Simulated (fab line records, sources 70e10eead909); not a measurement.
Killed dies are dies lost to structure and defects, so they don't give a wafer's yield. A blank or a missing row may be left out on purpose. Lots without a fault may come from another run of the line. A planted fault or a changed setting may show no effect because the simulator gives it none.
Tool commonality check | flow nand_harc | 11 lots, 33 wafers sampled

WHY IT WAS OPENED
At NHARC_P_ZERO_WELL_CD_MEAS_52 the reading cd_nm is flagged on 1 of 11 lots. Wafers without a fault read 2000.2 nm, standard deviation 1.3.
Rule: a lot is flagged when every wafer of it that has a number lies more than 4 standard deviations from that mean, or none has a number. The other lots count as sound.

lot  | measured    | on        | cd_nm (nm), wafer by wafer | flag
L602 | day 2 05:52 | cd_sem-01 | 1999.9 1999.6 1997.7       |
L604 | day 2 18:49 | cd_sem-03 | 1999.6 2000.7 2002.2       |
L605 | day 2 23:59 | cd_sem-03 | 2001.0 2000.7 2002.7       |
L606 | day 3 05:46 | cd_sem-03 | 1999.6 2000.7 2000.0       |
L607 | day 3 13:52 | cd_sem-01 | 1568.5 1568.1 1568.7       | FLAGGED
L608 | day 3 17:47 | cd_sem-01 | 2000.0 1999.7 1998.5       |
L617 | day 5 23:50 | cd_sem-02 | 2001.3 2001.0 2002.6       |
L618 | day 6 05:46 | cd_sem-02 | 2000.2 2000.7 1999.2       |
L619 | day 6 11:55 | cd_sem-02 | 2002.4 2001.3 2000.2       |
L620 | day 6 17:31 | cd_sem-01 | 2000.6 2001.3 2001.0       |
L621 | day 6 23:54 | cd_sem-02 | 2000.4 2001.7 2000.0       |
The numbers of the flagged lots are 1568.4 nm on average: -431.8 nm against the usual, or -99 or more standard deviations.

WHICH TOOL RAN EACH LOT
The record holds 1 process step before the reading, out of a route of 1159 steps. In each cell: the tool, then ch and the chambers that the sampled wafers went through, then the start.
lot  | flag    | NHARC_P_ZERO_WELL_EXPOSE_49
L602 |         | krf_scanner-03 ch 0, day 2 05:43
L604 |         | krf_scanner-02 ch 0, day 2 18:40
L605 |         | krf_scanner-03 ch 0, day 2 23:50
L606 |         | krf_scanner-02 ch 0, day 3 05:37
L607 | FLAGGED | krf_scanner-02 ch 0, day 3 13:43
L608 |         | krf_scanner-02 ch 0, day 3 17:38
L617 |         | krf_scanner-01 ch 0, day 5 23:41
L618 |         | krf_scanner-02 ch 0, day 6 05:37
L619 |         | krf_scanner-03 ch 0, day 6 11:45
L620 |         | krf_scanner-03 ch 0, day 6 17:22
L621 |         | krf_scanner-02 ch 0, day 6 23:44
What these steps do:
- NHARC_P_ZERO_WELL_EXPOSE_49: exposes mask P HVPW, target cd 2000 nm.
- NHARC_P_ZERO_WELL_CD_MEAS_52: target cd 2000 nm.

FLAGGED OVER TOTAL, TOOL BY TOOL (the gauges that took the reading come last)
step                         | tool           | lots run | flagged | share of the flagged lots | sound lots run after its first flagged lot
NHARC_P_ZERO_WELL_EXPOSE_49  | krf_scanner-01 | 1        | 0       | none                      | -
NHARC_P_ZERO_WELL_EXPOSE_49  | krf_scanner-02 | 6        | 1       | all                       | 3 (L608,L618,L621)
NHARC_P_ZERO_WELL_EXPOSE_49  | krf_scanner-03 | 4        | 0       | none                      | -
NHARC_P_ZERO_WELL_CD_MEAS_52 | cd_sem-01      | 4        | 1       | all                       | 2 (L608,L620)
NHARC_P_ZERO_WELL_CD_MEAS_52 | cd_sem-02      | 4        | 0       | none                      | -
NHARC_P_ZERO_WELL_CD_MEAS_52 | cd_sem-03      | 3        | 0       | none                      | -

WHAT THE TABLE ALLOWS
2 rows of the table ran every flagged lot: krf_scanner-02 at NHARC_P_ZERO_WELL_EXPOSE_49, cd_sem-01 at NHARC_P_ZERO_WELL_CD_MEAS_52.
- krf_scanner-02 at NHARC_P_ZERO_WELL_EXPOSE_49: 1 of its 6 lots flagged. Sound lots ran on it after the first flagged one (L608, L618, L621), which a lasting fault on the whole tool wouldn't allow.
- cd_sem-01 at NHARC_P_ZERO_WELL_CD_MEAS_52: 1 of its 4 lots flagged. Sound lots ran on it after the first flagged one (L608, L620), which a lasting fault on the whole tool wouldn't allow.
No row of the table ran every flagged lot and no sound lot after the first.

WHAT THE SIMULATOR HAD PUT IN
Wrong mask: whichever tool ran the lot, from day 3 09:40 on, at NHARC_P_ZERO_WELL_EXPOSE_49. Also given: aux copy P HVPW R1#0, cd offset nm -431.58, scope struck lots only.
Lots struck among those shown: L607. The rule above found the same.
